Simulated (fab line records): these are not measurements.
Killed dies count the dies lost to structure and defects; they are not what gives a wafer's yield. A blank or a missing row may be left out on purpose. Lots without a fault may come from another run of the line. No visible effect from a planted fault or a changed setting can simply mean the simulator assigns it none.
A struck lot beside a sound one -- flow nand_harc -- 14 out of 1302 route steps
Sound: the wafers L191.1, L191.2, L191.4. Struck: wafer L202.3 (left out: L202.5, L202.6 of the same lot, which were not struck); the cause appears at the end.
Per side, at each step with rows, come the tool, then ch with its chambers, and then its first start. Under that, the readings that differ: sound wafers -- struck wafers -- difference of the means -- sigmas: that difference in standard deviations of wafers without a fault.
alike: words and numbers the same on both sides, and readings whose means are apart by under 2 such deviations; not compared: readings that were withheld, readings missing a value for some wafer, numbers with overlapping values and no deviation given by the record, and bounds like >300 which may hide the same value.
A row with sigmas, a row that says differs or no value, or rows on one side alone: a step with any of these is where the two part. When numbers do not overlap yet have no deviation, they are printed without sigmas and do not part them. A reading missing from all wafers of one side parts the sides only when that side holds two or more wafers.

NHARC_A_BLC_PVD_32: deposits Ti, target thk 5 nm, time 17.7 s.
  sound on pvd_sputter-01; struck on pvd_sputter-01
  alike: throttle_valve_pct
NHARC_A_BLC_ALD_23: deposits TiN, target thk 3 nm, pulse time 1 s, ald cycles 150.
  sound on ald_metal-03 ch 0,1,3, day 23 12:38; struck on ald_metal-01 ch 3, day 28 10:22
reading,sound,struck,difference,sigmas
heater_power_w (W),979 1171 1160,1294,+191,+2
  alike: precursor_pulse_height_rel
NHARC_A_BLC_CVD_24: deposits W, target thk 150 nm, time 434 s.
  sound on cvd_w-01 ch 0,1; struck on cvd_w-01 ch 0
reading,sound,struck,difference,sigmas
throttle_valve_pct (%),8.37 8.09 8.22,7.71,-0.52,-3
  alike: heater_power_w
NHARC_A_BLC_CMP_25: polishes, t overpolish 30 s, target thk 150 nm.
  sound on cmp-03 ch 1,2,3, day 23 13:23; struck on cmp-03 ch 0, day 28 11:10
  alike: motor_current_A, overpolish_run_s, time_to_endpoint_s
then, 1 step without rows for these wafers: NHARC_A_BLC_SRD_27.
NHARC_A_BLC_INSPECT_28:
  struck on defect_inspect-01, day 28 11:29; sound on defect_inspect-02, day 23 13:47
  alike: raw_defect_count
then, 5 steps without rows for these wafers: NHARC_A_M0_DEP_00 (deposits SiOC, target thk 150 nm); NHARC_A_M0_DEHYDRATE_01 (time 120 s); NHARC_A_M0_HMDS_02 (time 30 s); NHARC_A_M0_COAT_33 (time 65 s); NHARC_A_M0_COAT_03 (resist thk 90 nm).
NHARC_A_M0_SOFTBAKE_04: time 55 s.
  sound on litho_track-06 ch 0, day 23 14:00; struck on litho_track-04 ch 0, day 28 11:00
reading,sound,struck,difference,sigmas
heater_power_total_W (W),188.26 188.28 188.49,222.65,+34.31,+99 or more
then, 1 step without rows for these wafers: NHARC_A_M0_EBR_05.
NHARC_END_SORT_01:
  sound on prober-02 ch 0, day 25 08:07; struck on prober-02 ch 0, day 30 03:38
  alike: defect_limited_yield, killed_at_array, killed_at_other, killed_at_periphery, killed_dies, killed_open, killed_short, sort_bin_2_pct, sort_bin_3_pct, sort_bin_4_pct, sort_n_pass, sort_rim_yield_pct, sort_yield_pct

## WHERE THEY PART
First at NHARC_A_BLC_ALD_23; last, within this record, at NHARC_A_M0_SOFTBAKE_04. Later steps at which nothing parts them and some readings are alike: NHARC_END_SORT_01.

WHY: the cause the simulator had injected
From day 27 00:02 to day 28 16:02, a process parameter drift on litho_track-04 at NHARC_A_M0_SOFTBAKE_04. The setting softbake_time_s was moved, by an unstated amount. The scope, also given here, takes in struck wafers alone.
